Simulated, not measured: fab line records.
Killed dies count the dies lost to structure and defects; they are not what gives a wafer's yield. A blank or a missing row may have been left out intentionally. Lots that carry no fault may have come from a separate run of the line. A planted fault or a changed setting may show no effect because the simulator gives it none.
Matching of chambers | flow n5Finfet | 3 sister chambers for N5_BEOL_M0_SAQP_ALD_48 on aldSin-04
The step deposits SiO2, target thk 20 nm, pulse time 1 s, co reactant pulse time 1 s. 18 wafers are shown with their chamber, then 9 later ones without.

== EACH WAFER AND ITS CHAMBER ==
wafer  | chamber | heaterPowerW (W) | precursorPulseHeightRel
L074.2 | 2       | 70               | 0.991
L074.3 | 3       | 80               | 0.998
L074.5 | 3       | 81               | 0.994
L076.1 | 3       | 79               | 1.007
L076.2 | 2       | 70               | 1.000
L076.6 | 0       | 76               | 1.005
L077.3 | 0       | 76               | 1.020
L077.4 | 2       | 70               | 1.046
L077.5 | 3       | 81               | 0.979
L082.2 | 3       | 79               | 0.993
L082.4 | 3       | 80               | 0.999
L082.5 | 0       | 76               | 1.008
L084.4 | 3       | 79               | 1.020
L084.5 | 0       | 75               | 0.997
L084.6 | 2       | 70               | 1.037
L088.1 | 3       | 80               | 0.991
L088.3 | 0       | 74               | 0.980
L088.4 | 2       | 72               | 1.002

SIGNATURES, as means of the wafers listed above
reading                 | chamber 0 | chamber 2 | chamber 3 | scatter within a chamber
heaterPowerW            | 75.40     | 70.40     | 79.88     | 0.867
precursorPulseHeightRel | 1.00200   | 1.01520   | 0.99762   | 0.0169
Rule: for each reading, subtract the chamber's mean from the wafer's reading, divide by that reading's scatter and square the result; add these up over the readings and take the root, which gives the wafer's distance from the chamber. The wafer belongs to the nearest chamber; if the next one is less than 2 further off, it can't be placed. How the scatter is found: for the shown wafers, subtract from each reading the mean of its chamber, square and add these, divide the total by (wafers less chambers), then take the root.

== WAFERS WITHOUT THEIR CHAMBER ==
wafer  | heaterPowerW (W) | precursorPulseHeightRel
L089.1 | 76               | 0.998
L089.2 | 70               | 1.015
L089.6 | 70               | 1.011
L090.1 | 73               | 0.980
L090.2 | 80               | 0.964
L090.4 | 75               | 1.008
L096.3 | 82               | 1.004
L096.5 | 75               | 0.995
L096.6 | 78               | 1.020

== WHICH CHAMBER EACH ONE RAN IN ==
wafer  | from the rows above     | in truth
L089.1 | 0                       | 0
L089.2 | 2                       | 2
L089.6 | 2                       | 2
L090.1 | can't be placed: 0 or 2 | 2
L090.2 | 3                       | 3
L090.4 | 0                       | 0
L096.3 | 3                       | 3
L096.5 | 0                       | 0
L096.6 | can't be placed: 3 or 0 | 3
7 of 9 placed correctly. Not placeable from these rows: 2 (in 2, the candidates include the true chamber). Number placed wrongly: 0.
